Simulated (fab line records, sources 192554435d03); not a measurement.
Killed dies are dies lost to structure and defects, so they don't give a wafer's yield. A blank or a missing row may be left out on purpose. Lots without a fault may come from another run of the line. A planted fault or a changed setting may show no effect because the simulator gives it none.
fab line records | flow n5_finfet | part 1 of 2: steps 1 to 4 of 6
record lots=23 wafers=69 last_day=19
route steps=1938 shown BEOL_M0_SAQP@672 BEOL_M0_CUTY@712 BEOL_M0@716
lots that met no fault: from a run of the same line without faults
start_h: hours from the record's first day to the start of the lot's first wafer shown | wait_h: hours since the lot's step before | " the same as in the row above | L1.1+2: a row that stands for several wafers | - no value, or no start given | * or withheld: withheld | < > ~ a bound
route shown NAME@n: a module of which the file shows steps, and the number in the route of the first | usual: mean/standard deviation of fault-free wafers | same: alike in all rows | chamber/n: place in a boat | sites: the reading at each site | _std_site: their standard deviation | _edge_site: outer sites' mean less inner sites' | radius_mm: how far each site lies from the wafer's centre | mask NAME#n: copy n | behind: the tool/chamber that last shaped the wafer | hold: why the lot was held/for how many hours/how that ended | device: the transistor (n, p or np) that didn't switch | end of line: the same wafers' tests at the end of the route | a step without rows: its recipe alone | killed: dies lost to structure and defects at the first sort, not the wafer's yield | map: a wafer's dies, x killed, . not, _ none there
set.NAME: the setting as run; set.NAME@STEP: as run at that earlier step | model.NAME: the simulator's own value behind a step, which no gauge read
steps of the route over a sample of lots; a table a step, a row a wafer
services: from which hour (start_h, from the record's first day; less than 0 if before it) a tool's chamber was out of use, for how many hours, and why
## steps
# step N5_BEOL_M0_SAQP_ETCH_106
# recipe chemistry=N2/H2 target=SOC target_depth_a=1500 stop_on=SiNx ion_energy_ev=100 bias_w=61 pressure_mtorr=30 source_w=850 n2_flow_sccm=200 h2_flow_sccm=200
# usual drypump_motor_current_A=5.7/0.46 oes_product_au=0.79/0.1 rf_vpp_V=240.1/1.2 showerhead_plenum_p_Torr=2.50/0.063 throttle_valve_pct=17.79/0.18
# columns lot.wafer tool chamber start_h wait_h drypump_motor_current_A oes_product_au rf_hours_counter_h rf_vpp_V showerhead_plenum_p_Torr throttle_valve_pct
L074.1 rie_diel-03 1 109.47 - 5.4 0.89 27 240.1 2.47 17.62
L074.2 " 3 " " 5.1 0.69 227 240.1 2.51 18.13
L074.3 " 3 " " 5.1 0.69 - 240.3 2.51 18.12
L075.1 rie_diel-02 3 114.35 - 5.6 0.91 18 240.9 2.50 17.87
L075.3 " 0 " " 5.2 0.70 259 243.1 2.58 18.14
L075.5 " 0 " " 5.2 0.69 - 241.5 2.58 18.15
L077.1 rie_diel-03 3 129.88 - 5.2 0.68 236 240.3 2.51 18.14
L077.2 " 0 " " 6.2 0.76 160 240.6 2.43 17.68
L077.5 " 3 " " 5.1 0.68 - 239.8 2.51 18.13
L078.2 rie_diel-06 2 138.85 - 5.4 0.73 141 241.7 2.55 17.67
L078.3 " 0 " " 5.0 0.67 241 241.2 2.61 17.88
L078.4 " 0 " " 5.1 0.67 - 240.9 2.61 17.91
L079.1 rie_diel-03 3 141.84 - 5.2 0.68 241 241.8 2.51 18.14
L079.2 " 2 " " 5.9 0.74 151 239.3 2.43 17.60
L079.6 " 2 " " 5.9 0.74 - 237.7 2.43 17.60
L080.1 rie_diel-03 2 152.79 - 5.9 0.75 155 238.2 2.42 17.60
L080.3 " 1 " " 5.3 0.87 42 237.9 2.47 17.65
L080.5 " 0 " " 6.2 0.74 - 238.0 2.43 17.70
L081.1 rie_diel-02 2 154.30 - 6.2 0.64 271 239.7 2.48 18.02
L081.2 " 1 " " 5.9 0.76 130 239.2 2.57 17.93
L081.6 " 3 " " 5.7 0.89 - 240.7 2.49 17.88
L082.1 rie_diel-06 3 159.32 - 6.1 0.70 211 238.3 2.40 18.03
L082.4 " 0 " " 5.1 0.66 249 241.7 2.61 17.93
L082.5 " 0 " " 5.1 0.66 - 240.7 2.61 17.93
L083.3 rie_diel-06 3 167.55 - 6.2 0.69 215 239.1 2.40 18.04
L083.4 " 2 " " 5.4 0.72 - 241.1 2.54 17.70
L083.6 " 1 " " 6.6 0.95 - 242.4 2.59 17.57
L084.1 rie_diel-03 0 171.91 - 6.2 0.74 175 239.5 2.43 17.71
L084.3 " 1 " " 5.4 0.86 49 240.3 2.46 17.68
L084.6 " 2 " " 6.0 0.74 - 239.1 2.42 17.62
L085.1 rie_diel-03 2 178.08 - 5.9 0.73 164 240.1 2.42 17.61
L085.2 " 1 " " 5.3 0.85 52 239.4 2.46 17.69
L085.4 " 1 " " 5.3 0.86 - 240.6 2.46 17.68
L087.1 rie_diel-06 0 187.85 - 5.1 0.98 2 242.2 2.61 17.50
L087.2 " 2 " " 5.4 0.72 158 240.3 2.54 17.71
L087.3 " 1 " " 6.6 0.93 12 240.5 2.59 17.58
L086.2 rie_diel-02 1 188.73 - 5.9 0.75 142 240.9 2.56 17.94
L086.5 " 1 " " 6.0 0.75 - 241.1 2.56 17.93
L086.6 " 2 " " 6.2 0.96 - 239.7 2.48 17.57
L088.1 rie_diel-02 1 194.81 - 6.0 0.75 145 240.5 2.56 17.92
L088.4 " 3 " " 5.6 0.85 46 239.7 2.48 17.90
L088.5 " 2 " " 6.2 0.94 - 238.8 2.48 17.58
L089.2 rie_diel-03 0 200.57 - 6.2 0.73 186 238.1 2.42 17.74
L089.3 " 1 " " 5.4 0.84 58 239.9 2.46 17.68
L089.6 " 3 " " 5.2 0.94 - 241.2 2.50 17.67
L090.1 rie_diel-02 1 203.29 - 6.0 0.74 148 241.5 2.56 17.94
L090.3 " 2 " " 6.2 0.93 6 240.6 2.47 17.61
L090.5 " 2 " " 6.2 0.94 - 238.1 2.47 17.58
L091.1 rie_diel-06 3 211.68 - 6.2 0.68 228 240.8 2.40 18.05
L091.4 " 2 " " 5.4 0.71 165 240.9 2.54 17.73
L091.6 " 2 " " 5.4 0.71 - 240.6 2.54 17.74
L092.1 rie_diel-02 1 223.20 - 5.9 0.74 154 241.0 2.56 17.96
L092.3 " 0 " " 5.2 0.90 22 240.8 2.57 17.76
L092.6 " 0 " " 5.2 0.90 - 241.6 2.57 17.76
L093.3 rie_diel-06 0 224.04 - 5.1 0.93 13 240.8 2.60 17.51
L093.4 " 1 " " 6.6 0.91 23 241.1 2.58 17.60
L093.5 " 3 " " 6.1 0.69 - 238.5 2.39 18.06
L094.1 rie_diel-03 1 227.87 - 5.3 0.84 64 238.6 2.46 17.70
L094.2 " 2 " " 5.9 0.73 179 238.7 2.41 17.67
L094.4 " 3 " " 5.1 0.91 14 239.5 2.50 17.67
L095.1 rie_diel-02 1 234.46 - 6.0 0.74 157 240.6 2.56 17.95
L095.4 " 3 " " 5.6 0.84 58 240.7 2.48 17.93
L095.5 " 1 " " 5.9 0.74 - 242.2 2.55 17.96
L096.1 rie_diel-03 0 244.55 - 6.2 0.72 198 239.7 2.42 17.75
L096.5 " 2 " " 5.9 0.72 - 239.0 2.41 17.66
L096.6 " 1 " " 5.4 0.84 - 240.4 2.46 17.71
L097.2 rie_diel-03 0 247.73 - 6.2 0.73 199 238.6 2.42 17.75
L097.3 " 1 " " 5.3 0.83 70 239.9 2.46 17.72
L097.6 " 0 " " 6.2 0.72 - 237.6 2.42 17.77
# step N5_BEOL_M0_SAQP_SPACER2_ALD_26
# recipe material=SiO2 target_thk_a=150 temp_c=300 ald_precursor_family=BDEAS ald_co_reactant=O2-plasma pulse_time_s=1 purge_time_s=2 co_reactant_purge_time_s=2 pressure_torr=2
# usual heater_power_w=476/31 precursor_pulse_height_rel=1.002/0.021 susceptor_temp_C=299.99/0.17
# columns lot.wafer tool chamber start_h wait_h heater_power_w precursor_pulse_height_rel susceptor_temp_C
L074.1 ald_sin-04 0 109.90 0.2 415 0.992 300.07
L074.2 " 3 " " 497 0.988 300.00
L074.3 " 2 " " 462 1.008 300.05
L075.1 ald_sin-01 0 114.65 0.1 513 0.987 300.15
L075.3 " 1 " " 423 1.010 300.15
L075.5 " 3 " " 492 1.019 299.81
L077.1 ald_sin-02 0 130.19 0.1 476 1.008 299.79
L077.2 " 2 " " 468 1.012 299.90
L077.5 " 2 " " 472 1.031 299.64
L078.2 ald_sin-01 3 139.15 0.1 498 0.983 300.05
L078.3 " 0 " " 522 0.952 300.03
L078.4 " 1 " " 432 1.039 299.91
L079.1 ald_sin-04 1 142.14 0.1 525 1.027 299.92
L079.2 " 3 " " 508 0.978 300.13
L079.6 " 3 " " 499 0.989 300.02
L080.1 ald_sin-04 1 153.17 0.2 517 1.013 299.92
L080.3 " 0 " " 409 1.010 299.86
L080.5 " 2 " " 449 0.985 299.96
L081.1 ald_sin-02 3 154.61 0.1 493 1.002 299.76
L081.2 " 2 " " 474 1.035 299.88
L081.6 " 0 " " 465 1.033 299.95
L082.1 ald_sin-04 3 159.66 0.1 515 1.025 300.21
L082.4 " 1 " " 530 1.054 300.10
L082.5 " 2 " " 454 1.007 299.95
L083.3 ald_sin-01 2 167.85 0.1 487 1.028 299.74
L083.4 " 2 " " 487 1.010 299.77
L083.6 " 0 " " 517 0.999 299.77
L084.1 ald_sin-04 0 172.21 0.1 407 0.956 300.13
L084.3 " 1 " " 510 1.009 299.85
L084.6 " 1 " " 512 1.007 299.71
L085.1 ald_sin-02 3 178.42 0.1 518 0.990 299.90
L085.2 " 0 " " 473 1.034 299.87
L085.4 " 1 " " 444 1.006 300.16
L087.1 ald_sin-02 1 189.86 1.8 447 0.991 300.10
L087.2 " 0 " " 478 0.995 299.89
L087.3 " 3 " " 511 0.974 300.15
L086.2 ald_sin-02 2 190.38 1.4 461 1.021 299.71
L086.5 " 1 " " 446 1.009 300.02
L086.6 " 2 " " 463 1.012 299.79
L088.1 ald_sin-04 2 195.11 0.1 454 1.015 300.03
L088.4 " 1 " " 511 1.039 299.92
L088.5 " 2 " " 445 1.025 300.14
L089.2 ald_sin-02 1 200.96 0.2 444 0.990 300.12
L089.3 " 2 " " 477 0.997 300.04
L089.6 " 2 " " 474 1.014 300.09
L090.1 ald_sin-02 2 203.60 0.1 465 1.028 300.21
L090.3 " 0 " " 474 0.979 300.13
L090.5 " 1 " " 441 0.988 299.99
L091.1 ald_sin-02 2 211.98 0.1 455 1.000 300.26
L091.4 " 0 " " 487 1.000 299.76
L091.6 " 2 " " 461 0.987 300.11
L092.1 ald_sin-02 3 223.51 0.1 506 1.004 300.05
L092.3 " 1 " " 435 1.003 299.86
L092.6 " 1 " " 442 1.013 299.89
L093.3 ald_sin-01 3 224.34 0.1 517 1.009 300.02
L093.4 " 3 " " 514 1.025 300.03
L093.5 " 0 " " 496 1.007 300.06
L094.1 ald_sin-02 1 228.17 0.1 438 1.004 300.03
L094.2 " 2 " " 481 0.989 299.84
L094.4 " 0 " " 475 1.000 300.30
L095.1 ald_sin-02 1 234.91 0.2 443 0.995 300.24
L095.4 " 0 " " 477 0.989 299.92
L095.5 " 0 " " 474 1.006 300.25
L096.1 ald_sin-01 2 245.04 0.1 460 0.994 299.96
L096.5 " 1 " " 420 1.018 300.01
L096.6 " 2 " " 460 0.980 300.09
L097.2 ald_sin-01 3 248.03 0.1 508 1.042 300.16
L097.3 " 0 " " 489 0.945 299.62
L097.6 " 2 " " 461 1.023 300.12
# step N5_BEOL_M0_SAQP_INSPECT_42
# recipe mode=adi inspect_instrument=brightfield
# usual raw_defect_count=300/83
# columns lot.wafer tool chamber start_h wait_h raw_defect_count
L074.1 defect_inspect-01 - 111.11 0.1 318
L074.2 " - " " 280
L074.3 " - " " 277
L075.1 defect_inspect-02 - 115.92 0.1 274
L075.3 " - " " 255
L075.5 " - " " 269
L077.1 defect_inspect-01 - 131.43 0.1 214
L077.2 " - " " 321
L077.5 " - " " 196
L078.2 defect_inspect-02 - 140.45 0.1 231
L078.3 " - " " 510
L078.4 " - " " 306
L079.1 defect_inspect-01 - 143.28 0.1 252
L079.2 " - " " 246
L079.6 " - " " 330
L080.1 defect_inspect-02 - 154.31 0.1 404
L080.3 " - " " 409
L080.5 " - " " 314
L081.1 defect_inspect-01 - 156.11 0.1 405
L081.2 " - " " 326
L081.6 " - " " 247
L082.1 defect_inspect-02 - 160.82 0.1 221
L082.4 " - " " 225
L082.5 " - " " 245
L083.3 defect_inspect-01 - 168.99 0.0 241
L083.4 " - " " 400
L083.6 " - " " 334
L084.1 defect_inspect-01 - 173.35 0.1 341
L084.3 " - " " 220
L084.6 " - " " 265
L085.1 defect_inspect-02 - 179.58 0.1 217
L085.2 " - " " 226
L085.4 " - " " 314
L087.1 defect_inspect-01 - 191.02 0.1 283
L087.2 " - " " 241
L087.3 " - " " 227
L086.2 defect_inspect-01 - 191.53 0.0 340
L086.5 " - " " 292
L086.6 " - " " 407
L088.1 defect_inspect-01 - 196.25 0.1 190
L088.4 " - " " 237
L088.5 " - " " 267
L089.2 defect_inspect-02 - 202.10 0.0 380
L089.3 " - " " 471
L089.6 " - " " 464
L090.1 defect_inspect-01 - 204.87 0.1 245
L090.3 " - " " 350
L090.5 " - " " 212
L091.1 defect_inspect-02 - 213.25 0.1 246
L091.4 " - " " 247
L091.6 " - " " 392
L092.1 defect_inspect-01 - 224.90 0.1 357
L092.3 " - " " 320
L092.6 " - " " 250
L093.3 defect_inspect-02 - 225.63 0.0 328
L093.4 " - " " 287
L093.5 " - " " 226
L094.1 defect_inspect-02 - 229.44 0.1 339
L094.2 " - " " 290
L094.4 " - " " 535
L095.1 defect_inspect-02 - 236.19 0.1 190
L095.4 " - " " 191
L095.5 " - " " 221
L096.1 defect_inspect-01 - 246.20 0.1 503
L096.5 " - " " 260
L096.6 " - " " 517
L097.2 defect_inspect-01 - 249.18 0.0 330
L097.3 " - " " 328
L097.6 " - " " 460
# step N5_BEOL_M0_SAQP_CUT_ETCH_46
# recipe chemistry=N2/H2 target=SOC target_depth_a=1350 overetch_a=270 temp_c=40 time_s=202.5 ion_energy_ev=200 mask_material=SiARC pressure_mtorr=30 source_w=840 bias_w=150 n2_flow_sccm=200 h2_flow_sccm=200
# usual drypump_motor_current_A=5.7/0.48 rf_vpp_V=522.6/1.9 showerhead_plenum_p_Torr=2.49/0.064 throttle_valve_pct=17.76/0.19
# same time_s=202.5
# columns lot.wafer tool chamber start_h wait_h drypump_motor_current_A rf_hours_counter_h rf_vpp_V showerhead_plenum_p_Torr throttle_valve_pct
L074.1 rie_diel-03 3 111.98 0.0 5.1 229 523.4 2.51 18.12
L074.2 " 1 " " 5.4 29 522.4 2.47 17.65
L074.3 " 1 " " 5.3 - 524.1 2.47 17.63
L075.1 rie_diel-02 2 116.04 0.0 6.2 257 523.5 2.48 18.00
L075.3 " 0 " " 5.1 259 525.2 2.58 18.14
L075.5 " 3 " " 5.6 - 521.6 2.50 17.86
L077.1 rie_diel-03 0 131.78 0.0 6.2 161 521.2 2.43 17.67
L077.2 " 3 " " 5.2 237 523.9 2.51 18.15
L077.5 " 3 " " 5.2 - 522.6 2.51 18.16
L078.2 rie_diel-03 1 140.66 0.0 5.3 40 522.5 2.47 17.64
L078.3 " 3 " " 5.2 240 522.9 2.51 18.15
L078.4 " 0 " " 6.2 164 520.8 2.43 17.69
L079.1 rie_diel-02 1 143.40 0.0 5.9 127 526.3 2.57 17.90
L079.2 " 2 " " 6.2 267 522.0 2.48 18.02
L079.6 " 2 " " 6.2 - 523.2 2.48 18.01
L080.1 rie_diel-03 2 154.43 0.0 5.9 155 521.5 2.42 17.62
L080.3 " 3 " " 5.1 246 523.0 2.51 18.15
L080.5 " 2 " " 5.9 - 520.5 2.42 17.60
L081.1 rie_diel-06 2 156.23 0.0 5.4 148 524.4 2.54 17.69
L081.2 " 1 " " 6.6 2 525.4 2.59 17.56
L081.6 " 0 " " 5.0 - 524.9 2.61 17.92
L082.1 rie_diel-03 1 161.06 0.0 5.4 45 522.6 2.47 17.67
L082.4 " 0 " " 6.2 171 522.7 2.43 17.72
L082.5 " 2 " " 5.9 - 521.4 2.42 17.60
L083.3 rie_diel-03 1 169.15 0.0 5.4 48 522.7 2.46 17.66
L083.4 " 3 " " 5.2 250 522.0 2.50 18.16
L083.6 " 0 " " 6.2 - 521.4 2.43 17.71
L084.1 rie_diel-03 0 173.47 0.0 6.2 176 519.8 2.43 17.70
L084.3 " 2 " " 6.0 162 521.5 2.42 17.62
L084.6 " 2 " " 5.9 - 521.1 2.42 17.62
L085.1 rie_diel-03 2 179.87 0.0 5.9 165 520.2 2.42 17.62
L085.2 " 1 " " 5.3 53 522.3 2.46 17.67
L085.4 " 0 " " 6.2 - 520.0 2.43 17.72
L087.1 rie_diel-06 1 191.14 0.0 6.6 14 525.4 2.59 17.59
L087.2 " 3 " " 6.1 223 518.9 2.40 18.04
L087.3 " 2 " " 5.4 160 524.4 2.54 17.72
L086.2 rie_diel-03 1 191.82 0.0 5.3 55 522.1 2.46 17.66
L086.5 " 0 " " 6.2 - 520.9 2.42 17.74
L086.6 " 3 " " 5.2 - 521.9 2.50 17.66
L088.1 rie_diel-02 2 196.37 0.0 6.2 3 522.4 2.48 17.58
L088.4 " 0 " " 5.1 13 525.9 2.57 17.73
L088.5 " 1 " " 5.9 - 522.9 2.56 17.92
L089.2 rie_diel-06 0 202.21 0.0 5.0 8 525.8 2.61 17.49
L089.3 " 3 " " 6.2 226 520.4 2.40 18.04
L089.6 " 3 " " 6.1 - 519.6 2.40 18.04
L090.1 rie_diel-06 1 204.98 0.0 6.6 18 525.3 2.59 17.57
L090.3 " 2 " " 5.4 163 523.8 2.54 17.71
L090.5 " 0 " " 5.1 - 526.0 2.61 17.50
L091.1 rie_diel-03 0 213.46 0.0 6.2 189 521.6 2.42 17.72
L091.4 " 3 " " 5.2 10 522.4 2.50 17.68
L091.6 " 1 " " 5.3 - 522.1 2.46 17.67
L092.1 rie_diel-02 3 225.05 0.0 5.6 56 520.1 2.48 17.92
L092.3 " 1 " " 6.0 154 525.1 2.56 17.94
L092.6 " 2 " " 6.2 - 521.6 2.47 17.60
L093.3 rie_diel-02 2 225.74 0.0 6.1 13 520.9 2.47 17.60
L093.4 " 1 " " 5.9 154 523.6 2.56 17.95
L093.5 " 0 " " 5.2 - 525.4 2.57 17.74
L094.1 rie_diel-06 0 229.56 0.0 5.0 14 524.7 2.60 17.52
L094.2 " 1 " " 6.6 24 525.4 2.58 17.60
L094.4 " 3 " " 6.1 232 519.8 2.39 18.07
L095.1 rie_diel-03 1 236.30 0.0 5.3 66 523.0 2.46 17.70
L095.4 " 3 " " 5.2 16 521.3 2.50 17.67
L095.5 " 3 " " 5.1 - 523.0 2.50 17.69
L096.1 rie_diel-03 0 246.32 0.0 6.2 198 519.2 2.42 17.72
L096.5 " 2 " " 5.9 - 521.5 2.41 17.64
L096.6 " 3 " " 5.1 - 522.3 2.50 17.70
L097.2 rie_diel-06 1 249.45 0.0 6.6 29 525.5 2.58 17.60
L097.3 " 0 " " 5.0 19 524.7 2.60 17.51
L097.6 " 0 " " 5.0 - 524.9 2.60 17.50
